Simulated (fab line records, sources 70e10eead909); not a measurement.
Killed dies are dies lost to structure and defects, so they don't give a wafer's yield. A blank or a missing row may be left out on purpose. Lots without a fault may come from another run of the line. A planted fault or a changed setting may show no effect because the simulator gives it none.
fab line records | flow nand_harc
record lots=6 wafers=18 last_day=33
route steps=1302 shown A_DECK1_JOINT@541 A_ONON_D2@545 END@1302
lots that met no fault: from a run of the same line without faults
start_h: hours from the record's first day to the start of the lot's first wafer shown | wait_h: hours since the lot's step before | " the same as in the row above | L1.1+2: a row that stands for several wafers | - no value, or no start given | * or withheld: withheld | < > ~ a bound
route shown NAME@n: a module of which the file shows steps, and the number in the route of the first | usual: mean/standard deviation of fault-free wafers | same: alike in all rows | chamber/n: place in a boat | sites: the reading at each site | _std_site: their standard deviation | _edge_site: outer sites' mean less inner sites' | radius_mm: how far each site lies from the wafer's centre | mask NAME#n: copy n | behind: the tool/chamber that last shaped the wafer | hold: why the lot was held/for how many hours/how that ended | device: the transistor (n, p or np) that didn't switch | end of line: the same wafers' tests at the end of the route | a step without rows: its recipe alone | killed: dies lost to structure and defects at the first sort, not the wafer's yield | map: a wafer's dies, x killed, . not, _ none there
set.NAME: the setting as run; set.NAME@STEP: as run at that earlier step | model.NAME: the simulator's own value behind a step, which no gauge read
lots at some steps of the route; a table a step, a row a wafer
services: from which hour (start_h, from the record's first day; less than 0 if before it) a tool's chamber was out of use, for how many hours, and why
## steps
# step NHARC_A_DECK1_JOINT_SRD_15
# step NHARC_A_DECK1_JOINT_DEP_16
# recipe target_thk_a=450 temp_c=400 pressure_torr=6.5 rf_w=900 teos_flow_sccm=161.4 flow_sccm=2650 target_thk_nm=45 gas=O2 material=SiO2
# usual heater_power_w=545/77 mfc_precursor_sccm=161.4/0.5 throttle_valve_pct=16.0/0.39
# columns lot.wafer tool chamber start_h wait_h heater_power_w mfc_precursor_sccm throttle_valve_pct
L126.1 pecvd-03 1 288.89 0.1 452 161.0 16.4
L126.3 " 2 " " 618 160.9 15.9
L126.5 " 0 " " 449 161.8 15.6
L133.3 pecvd-04 2 375.16 0.1 568 161.3 16.0
L133.6 " 0 " " 642 161.0 16.0
L133.4 " 2 " " 568 161.2 16.1
L135.4 pecvd-04 0 385.48 0.2 534 160.7 15.7
L135.5 " 1 " " 424 162.3 15.6
L135.6 " 2 " " 641 161.2 16.4
L144.1 pecvd-03 0 476.68 0.1 518 161.8 15.9
L144.3 " 1 " " 447 162.0 16.7
L144.4 " 1 " " 455 161.2 16.7
L145.1 pecvd-01 1 489.35 0.1 608 161.7 15.1
L145.3 " 2 " " 412 161.2 16.2
L145.6 " 0 " " 519 161.6 16.5
L147.3 pecvd-03 0 508.17 0.1 524 160.8 16.0
L147.1 " 1 " " 421 162.0 16.9
L147.5 " 2 " " 553 160.5 16.1
# step NHARC_A_DECK1_JOINT_THK_MEAS_17
# recipe thk_meas_gauge=ellipsometry
# usual thk_nm=45.1/1.3
# columns lot.wafer tool chamber start_h wait_h thk_nm
L126.1 film_metro-01 - 289.14 0.2 44.8
L126.3 " - " " 44.9
L126.5 " - " " 45.7
L133.3 film_metro-01 - 375.38 0.2 43.7
L133.4 " - " " 43.7
L133.6 " - " " 46.4
L135.4 film_metro-01 - 385.68 0.2 45.9
L135.5 " - " " 44.3
L135.6 " - " " 46.0
L144.1 film_metro-02 - 476.96 0.3 43.6
L144.3 " - " " 46.5
L144.4 " - " " 45.0
L145.1 film_metro-01 - 489.63 0.3 44.5
L145.3 " - " " 45.5
L145.6 " - " " 44.9
L147.1 film_metro-01 - 508.45 0.2 47.0
L147.3 " - " " 44.8
L147.5 " - " " 45.7
# step NHARC_A_DECK1_JOINT_INSPECT_05
# usual raw_defect_count=376/140
# columns lot.wafer tool chamber start_h wait_h raw_defect_count
L126.1 defect_inspect-02 - 289.18 0.0 296
L126.3 " - " " 316
L126.5 " - " " 518
L133.3 defect_inspect-02 - 375.42 0.0 495
L133.4 " - " " 334
L133.6 " - " " 498
L135.4 defect_inspect-02 - 385.71 0.0 223
L135.5 " - " " 250
L135.6 " - " " 262
L144.1 defect_inspect-02 - 476.99 0.0 277
L144.3 " - " " 328
L144.4 " - " " 315
L145.1 defect_inspect-02 - 489.67 0.0 288
L145.3 " - " " 370
L145.6 " - " " 373
L147.1 defect_inspect-02 - 508.48 0.0 854
L147.3 " - " " 566
L147.5 " - " " 304
# step NHARC_A_ONON_D2_DEP_00
# recipe target_thk_a=10000 n2_flow_sccm=2750 n2o_flow_sccm=2000 nh3_flow_sccm=500 sih4_flow_sccm=210 temp_c=400
# step NHARC_A_ONON_D2_THK_MEAS_02
# recipe thk_meas_gauge=ellipsometry
# usual thk_nm=1000/9.2
# columns lot.wafer tool chamber start_h wait_h thk_nm
L126.1 film_metro-01 - 289.76 - 1003
L126.3 " - " " 1005
L126.5 " - " " 1004
L133.3 film_metro-01 - 376.01 - 987
L133.4 " - " " 988
L133.6 " - " " 987
L135.4 film_metro-01 - 386.29 - 1016
L135.5 " - " " 1016
L135.6 " - " " 1014
L144.1 film_metro-01 - 477.56 - 996
L144.3 " - " " 996
L144.4 " - " " 995
L145.1 film_metro-02 - 490.24 - 996
L145.3 " - " " 997
L145.6 " - " " 998
L147.1 film_metro-01 - 509.06 - 993
L147.3 " - " " 993
L147.5 " - " " 994
# step NHARC_A_ONON_D2_DEP_03
# recipe target_thk_a=10000 n2_flow_sccm=2750 n2o_flow_sccm=2000 nh3_flow_sccm=500 sih4_flow_sccm=210 temp_c=400
# step NHARC_A_ONON_D2_THK_MEAS_05
# recipe thk_meas_gauge=ellipsometry
# usual thk_nm=1000/8.2
# columns lot.wafer tool chamber start_h wait_h thk_nm
L126.1 film_metro-02 - 290.32 - 991
L126.3 " - " " 989
L126.5 " - " " 989
L133.3 film_metro-01 - 376.58 - 1017
L133.4 " - " " 1016
L133.6 " - " " 1016
L135.4 film_metro-01 - 386.86 - 996
L135.5 " - " " 997
L135.6 " - " " 999
L144.1 film_metro-01 - 478.13 - 1006
L144.3 " - " " 1005
L144.4 " - " " 1003
L145.1 film_metro-02 - 490.82 - 997
L145.3 " - " " 999
L145.6 " - " " 998
L147.1 film_metro-02 - 509.62 - 999
L147.3 " - " " 1000
L147.5 " - " " 999
# step NHARC_A_ONON_D2_DEP_06
# recipe target_thk_a=10000 n2_flow_sccm=2750 n2o_flow_sccm=2000 nh3_flow_sccm=500 sih4_flow_sccm=210 temp_c=400
# step NHARC_A_ONON_D2_THK_MEAS_08
# recipe thk_meas_gauge=ellipsometry
# usual thk_nm=1000/12
# columns lot.wafer tool chamber start_h wait_h thk_nm
L126.1 film_metro-02 - 290.88 - 1006
L126.3 " - " " 1009
L126.5 " - " " 1008
L133.3 film_metro-01 - 377.15 - 982
L133.4 " - " " 980
L133.6 " - " " 980
L135.4 film_metro-01 - 387.43 - 981
L135.5 " - " " 980
L135.6 " - " " 979
L144.1 film_metro-01 - 478.70 - 1003
L144.3 " - " " 1003
L144.4 " - " " 1002
L145.1 film_metro-01 - 491.39 - 1015
L145.3 " - " " 1013
L145.6 " - " " 1015
L147.1 film_metro-01 - 510.19 - 1007
L147.3 " - " " 1007
L147.5 " - " " 1007
# step NHARC_A_ONON_D2_DEP_09
# recipe target_thk_a=10000 n2_flow_sccm=2750 n2o_flow_sccm=2000 nh3_flow_sccm=500 sih4_flow_sccm=210 temp_c=400
# step NHARC_A_ONON_D2_THK_MEAS_11
# recipe thk_meas_gauge=ellipsometry
# usual thk_nm=997/11
# columns lot.wafer tool chamber start_h wait_h thk_nm
L126.1 film_metro-02 - 291.45 - 996
L126.3 " - " " 994
L126.5 " - " " 994
L133.3 film_metro-01 - 377.72 - 983
L133.4 " - " " 983
L133.6 " - " " 985
L135.4 film_metro-01 - 388.00 - 1017
L135.5 " - " " 1015
L135.6 " - " " 1018
L144.1 film_metro-01 - 479.27 - 1009
L144.3 " - " " 1009
L144.4 " - " " 1008
L145.1 film_metro-02 - 491.96 - 982
L145.3 " - " " 983
L145.6 " - " " 981
L147.1 film_metro-01 - 510.76 - 993
L147.3 " - " " 993
L147.5 " - " " 992
# step NHARC_A_ONON_D2_DEP_12
# recipe target_thk_a=10000 n2_flow_sccm=2750 n2o_flow_sccm=2000 nh3_flow_sccm=500 sih4_flow_sccm=210 temp_c=400
# usual n2_flow_sccm=2749/8.7
# columns lot.wafer tool chamber start_h wait_h n2_flow_sccm
L126.1 pecvd_onon-04 0 291.51 0.1 2741
L126.3 " 0 " " 2741
L126.5 " 0 " " 2750
L133.3 pecvd_onon-01 0 377.89 0.2 2740
L133.4 " 0 " " 2752
L133.6 " 0 " " 2752
L135.4 pecvd_onon-01 0 388.22 0.2 2742
L135.5 " 0 " " 2760
L135.6 " 0 " " 2740
L144.1 pecvd_onon-01 0 479.32 0.1 2742
L144.3 " 0 " " 2740
L144.4 " 0 " " 2743
L145.1 pecvd_onon-02 0 492.02 0.1 2762
L145.3 " 0 " " 2766
L145.6 " 0 " " 2768
L147.1 pecvd_onon-04 0 510.81 0.1 2751
L147.3 " 0 " " 2755
L147.5 " 0 " " 2755
# step NHARC_A_ONON_D2_THK_MEAS_14
# recipe thk_meas_gauge=ellipsometry
# usual thk_nm=999/8.6
# columns lot.wafer tool chamber start_h wait_h thk_nm
L126.1 film_metro-01 - 292.01 - 1004
L126.3 " - " " 1001
L126.5 " - " " 1003
L133.3 film_metro-01 - 378.29 - 1013
L133.4 " - " " 1015
L133.6 " - " " 1530
L135.4 film_metro-01 - 388.56 - 997
L135.5 " - " " 1510
L135.6 " - " " 1511
L144.1 film_metro-01 - 479.83 - 1010
L144.3 " - " " 1010
L144.4 " - " " 1011
L145.1 film_metro-02 - 492.52 - 1013
L145.3 " - " " 1013
L145.6 " - " " 1013
L147.1 film_metro-01 - 511.33 - 997
L147.3 " - " " 998
L147.5 " - " " 1000
# step NHARC_A_ONON_D2_ANNEAL_15
# recipe temp_c=750 time_s=3600
# step NHARC_END_SORT_01
# recipe temp_c=25
# usual killed_at_array=63/17 killed_at_other=0.8/1.1 killed_at_periphery=3.5/3 killed_dies=67/17 killed_open=3.1/1.6 killed_short=2.6/1.4
# same gross_dies=677
# columns lot.wafer tool chamber start_h wait_h killed_at_array killed_at_other killed_at_periphery killed_dies killed_open killed_short
L126.1 prober-01 0 588.31 2.5 67 3 3 73 5 1
L126.3 prober-01 0 589.92 3.1 87 0 0 87 4 2
L126.5 prober-01 0 591.53 3.7 58 1 1 60 4 3
L133.6 prober-01 0 667.63 4.0 677 0 0 677 3 1
L135.5 prober-02 0 671.16 3.6 674 2 1 677 6 2
L135.6 prober-02 0 671.95 3.9 675 0 2 677 4 3
# killed by level:class
L126.1 A_CHANNEL_HOLE_D2:chamber_film_flake=30 A_CHANNEL_HOLE_D1:chamber_film_flake=29 HYBRID_BOND:chamber_film_flake=3 A_CONTACT:geometric_particle:open=2 A_STAIRCASE:chamber_film_flake=2 P_GATE:geometric_particle:open=1 P_CONTACT:geometric_particle:open=1 A_ONON_D1:geometric_particle:short=1
L126.3 A_CHANNEL_HOLE_D2:chamber_film_flake=36 A_CHANNEL_HOLE_D1:chamber_film_flake=34 A_STAIRCASE:chamber_film_flake=4 A_CONTACT:chamber_film_flake=3 A_M1:chamber_film_flake=2 A_ONON_D1:geometric_particle:short=1 A_ONON_D1:geometric_particle:open=1 A_CHANNEL_FILL_D2:geometric_particle:open=1
L126.5 A_CHANNEL_HOLE_D1:chamber_film_flake=23 A_CHANNEL_HOLE_D2:chamber_film_flake=21 A_CHANNEL_FILL_D1:chamber_film_flake=3 A_CONTACT:chamber_film_flake=3 A_ONON_D2:geometric_particle:open=2 A_CHANNEL_FILL_D1:geometric_particle:short=1 A_ONON_D2:geometric_particle:short=1 A_CHANNEL_HOLE_D2:geometric_particle:short=1
L133.6 A_ONON_D2:area_dep=620 A_SLIT:chamber_film_flake=32 A_CHANNEL_HOLE_D1:chamber_film_flake=6 A_STAIRCASE:chamber_film_flake=5 A_CONTACT:chamber_film_flake=4 A_CHANNEL_FILL_D1:chamber_film_flake=2 A_SOURCE_PLATE:geometric_particle:short=1 A_ONON_D2:geometric_particle:open=1
L135.5 A_ONON_D2:area_dep=588 A_SLIT:chamber_film_flake=36 A_CHANNEL_HOLE_D1:chamber_film_flake=34 A_STAIRCASE:chamber_film_flake=4 A_CHANNEL_FILL_D1:geometric_particle:open=2 A_M1:chamber_film_flake=2 A_ONON_D1:geometric_particle:open=1 A_ONON_D1:geometric_particle:short=1
L135.6 A_ONON_D2:area_dep=596 A_CHANNEL_HOLE_D1:chamber_film_flake=39 A_SLIT:chamber_film_flake=29 A_ONON_D1:geometric_particle:open=2 A_DECK1_JOINT:geometric_particle:short=2 P_STI:chamber_film_flake=2 A_SLIT:geometric_particle:open=1 A_WL_FILL:geometric_particle:short=1
# map L133.6 (x killed, . not)
____________x____________
_________xxxxxxx_________
_______xxxxxxxxxxx_______
______xxxxxxxxxxxxx______
_____xxxxxxxxxxxxxxx_____
____xxxxxxxxxxxxxxxxx____
____xxxxxxxxxxxxxxxxx____
___xxxxxxxxxxxxxxxxxxx___
___xxxxxxxxxxxxxxxxxxx___
__xxxxxxxxxxxxxxxxxxxxx__
__xxxxxxxxxxxxxxxxxxxxx__
_xxxxxxxxxxxxxxxxxxxxxxx_
_xxxxxxxxxxxxxxxxxxxxxxx_
_xxxxxxxxxxxxxxxxxxxxxxx_
_xxxxxxxxxxxxxxxxxxxxxxx_
_xxxxxxxxxxxxxxxxxxxxxxx_
xxxxxxxxxxxxxxxxxxxxxxxxx
xxxxxxxxxxxxxxxxxxxxxxxxx
xxxxxxxxxxxxxxxxxxxxxxxxx
xxxxxxxxxxxxxxxxxxxxxxxxx
xxxxxxxxxxxxxxxxxxxxxxxxx
_xxxxxxxxxxxxxxxxxxxxxxx_
_xxxxxxxxxxxxxxxxxxxxxxx_
_xxxxxxxxxxxxxxxxxxxxxxx_
_xxxxxxxxxxxxxxxxxxxxxxx_
_xxxxxxxxxxxxxxxxxxxxxxx_
__xxxxxxxxxxxxxxxxxxxxx__
__xxxxxxxxxxxxxxxxxxxxx__
___xxxxxxxxxxxxxxxxxxx___
___xxxxxxxxxxxxxxxxxxx___
____xxxxxxxxxxxxxxxxx____
____xxxxxxxxxxxxxxxxx____
_____xxxxxxxxxxxxxxx_____
______xxxxxxxxxxxxx______
_______xxxxxxxxxxx_______
_________xxxxxxx_________
____________x____________
# map L135.5 (x killed, . not)
____________x____________
_________xxxxxxx_________
_______xxxxxxxxxxx_______
______xxxxxxxxxxxxx______
_____xxxxxxxxxxxxxxx_____
____xxxxxxxxxxxxxxxxx____
____xxxxxxxxxxxxxxxxx____
___xxxxxxxxxxxxxxxxxxx___
___xxxxxxxxxxxxxxxxxxx___
__xxxxxxxxxxxxxxxxxxxxx__
__xxxxxxxxxxxxxxxxxxxxx__
_xxxxxxxxxxxxxxxxxxxxxxx_
_xxxxxxxxxxxxxxxxxxxxxxx_
_xxxxxxxxxxxxxxxxxxxxxxx_
_xxxxxxxxxxxxxxxxxxxxxxx_
_xxxxxxxxxxxxxxxxxxxxxxx_
xxxxxxxxxxxxxxxxxxxxxxxxx
xxxxxxxxxxxxxxxxxxxxxxxxx
xxxxxxxxxxxxxxxxxxxxxxxxx
xxxxxxxxxxxxxxxxxxxxxxxxx
xxxxxxxxxxxxxxxxxxxxxxxxx
_xxxxxxxxxxxxxxxxxxxxxxx_
_xxxxxxxxxxxxxxxxxxxxxxx_
_xxxxxxxxxxxxxxxxxxxxxxx_
_xxxxxxxxxxxxxxxxxxxxxxx_
_xxxxxxxxxxxxxxxxxxxxxxx_
__xxxxxxxxxxxxxxxxxxxxx__
__xxxxxxxxxxxxxxxxxxxxx__
___xxxxxxxxxxxxxxxxxxx___
___xxxxxxxxxxxxxxxxxxx___
____xxxxxxxxxxxxxxxxx____
____xxxxxxxxxxxxxxxxx____
_____xxxxxxxxxxxxxxx_____
______xxxxxxxxxxxxx______
_______xxxxxxxxxxx_______
_________xxxxxxx_________
____________x____________
## services
# columns tool chamber start_h hours kind
pecvd_onon-01 - 269.00 13.0 pm
pecvd-04 - 269.12 13.0 pm
pecvd-04 0 269.12 13.0 vent_cycle
pecvd-04 - 298.80 0.3 repair
pecvd-01 - 311.18 13.0 pm
pecvd_onon-04 - 311.28 13.0 pm
pecvd-01 - 364.24 3.4 repair
pecvd-03 - 366.03 13.0 pm
pecvd-03 0 366.03 13.0 vent_cycle
pecvd-03 1 366.03 13.0 vent_cycle
pecvd-03 2 366.03 13.0 vent_cycle
pecvd_onon-02 - 366.18 13.0 pm
pecvd-03 0 379.03 - clean
pecvd-03 1 379.03 - clean
pecvd-03 2 379.03 - clean
pecvd-03 - 410.01 1.5 repair
pecvd-01 0 410.06 5.1 repair
pecvd-01 - 417.89 5.8 repair
pecvd-04 1 431.21 6.5 repair
pecvd_onon-01 - 450.00 13.0 pm
pecvd-04 - 450.17 13.0 pm
pecvd-04 - 469.02 0.7 repair
pecvd-01 - 492.18 13.0 pm
pecvd_onon-04 - 492.28 13.0 pm
## key
first_sign step=NHARC_A_ONON_D2_THK_MEAS_14 reading=thk_nm direction=up sigmas=60 usual=999 struck=1517
effect step=NHARC_END_SORT_01 reading=killed_at_array direction=up sigmas=35 usual=63 struck=675
more_kills_born_at NHARC_A_ONON_D2_DEP_12@pecvd_onon-01=1804
met_at NHARC_A_ONON_D2_DEP_12
struck_wafers L133.6,L135.5,L135.6
later_rows_left_out L133.6,L135.5,L135.6
tester_left_out L133,L135
fault kind=process_parameter_drift tool=pecvd_onon-01 chamber=- onset_h=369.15 steps=NHARC_A_ONON_D2_DEP_12 channel=target_thk_a offset=* shape=step end_h=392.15 scope=struck_wafers_only acts_in=* stated=*
# tester_left_out: of these lots the tester's yield and bins aren't shown, on N5 and GAA mostly nor the transistor test; their killed dies are dies lost to structure and defects alone, not to doping, threshold or leakage, so they don't give the yield
# later_rows_left_out: the simulator's readings of these wafers behind a module that went badly wrong aren't trusted and aren't shown, but for the sort
